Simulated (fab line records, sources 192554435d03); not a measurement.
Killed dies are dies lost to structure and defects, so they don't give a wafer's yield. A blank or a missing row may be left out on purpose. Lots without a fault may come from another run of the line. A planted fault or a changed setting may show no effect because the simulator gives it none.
One fault seen from 2 desks | flow n5_finfet | each desk has only its own numbers; what lay behind them comes last

THE TOOL OWNER'S DESK: ald_hk-03
The tool's own readings at N5_HKMG_FIN_ALD_74 (deposits La2O3, target thk 0.5 nm, pulse time 6 s, co reactant pulse time 1 s): means of the sampled wafers that have a number, for each lot that ran on this tool. A lot is out of limits, marked OUT, if its mean lies more than 4 standard deviations from the usual mean; the brackets give that distance.
Columns: A = heater_power_w at N5_HKMG_FIN_ALD_74, usual 346 W; B = precursor_pulse_height_rel at N5_HKMG_FIN_ALD_74, usual 0.998
lot  | first seen here | A   | B
L241 | day 4 02:07     | 366 | 0.987
L246 | day 5 09:53     | 332 | 1.023
L247 | day 5 14:58     | 348 | 0.988
L248 | day 5 21:07     | 374 | 0.982
L252 | day 7 00:40     | 360 | 0.993
L262 | day 9 06:13     | 322 | 0.990
This desk's finding: nothing out of limits on any of the 6 lots.

THE METROLOGY DESK
What the gauges read, lot by lot, whatever tool the lot ran on: means of the sampled wafers that have a number. A lot is out of limits, marked OUT, if its mean lies more than 4 standard deviations from the usual mean; the brackets give that distance. Of its 12 readings 7 are shown: those that lie furthest out on some lot.
Columns: A = DIBL_N at N5_BEOL_M4_RC_MEAS_101, usual 35.8 mV/V; B = IOFF_P at N5_BEOL_M4_RC_MEAS_101, usual 0.194 nA/um; C = ION_N at N5_BEOL_M4_RC_MEAS_101, usual 667 uA/um; D = VT_N at N5_BEOL_M4_RC_MEAS_101, usual 251 mV; E = VT_N_LVT at N5_BEOL_M4_RC_MEAS_101, usual 99 mV; F = VT_P at N5_BEOL_M4_RC_MEAS_101, usual -252 mV; G = VT_P_LONG at N5_BEOL_M4_RC_MEAS_101, usual -276.3 mV
lot  | first seen here | A    | B     | C   | D   | E   | F    | G
L241 | day 9 17:53     | 34.9 | 0.173 | 667 | 254 | 99  | -255 | -277.2
L244 | day 10 23:08    | 35.6 | 0.194 | 671 | 250 | 96  | -253 | -278.6
L246 | day 11 08:04    | 33.3 | 0.147 | 658 | 255 | 102 | -255 | -275.5
L247 | day 11 20:26    | 35.0 | 0.161 | 649 | 255 | 104 | -257 | -278.5
L248 | day 12 05:59    | 34.2 | 0.210 | 674 | 249 | 98  | -248 | -273.8
L249 | day 12 09:15    | 36.4 | 0.223 | 669 | 250 | 101 | -246 | -272.9
L252 | day 12 22:44    | 35.1 | 0.155 | 674 | 252 | 95  | -256 | -280.7
L260 | day 14 23:49    | 36.2 | 0.226 | 670 | 246 | 97  | -247 | -270.5
L261 | day 15 02:43    | 33.5 | 0.156 | 656 | 252 | 98  | -255 | -280.1
L262 | day 15 08:19    | 35.1 | 0.190 | 669 | 253 | 101 | -252 | -277.7
L264 | day 15 13:35    | 35.5 | 0.164 | 666 | 250 | 96  | -256 | -279.9
This desk's finding: nothing out of limits on any of the 11 lots.

PUT TOGETHER
The tool owner's desk saw nothing out of limits.
The metrology desk saw nothing out of limits.

WHAT THE SIMULATOR HAD PUT IN
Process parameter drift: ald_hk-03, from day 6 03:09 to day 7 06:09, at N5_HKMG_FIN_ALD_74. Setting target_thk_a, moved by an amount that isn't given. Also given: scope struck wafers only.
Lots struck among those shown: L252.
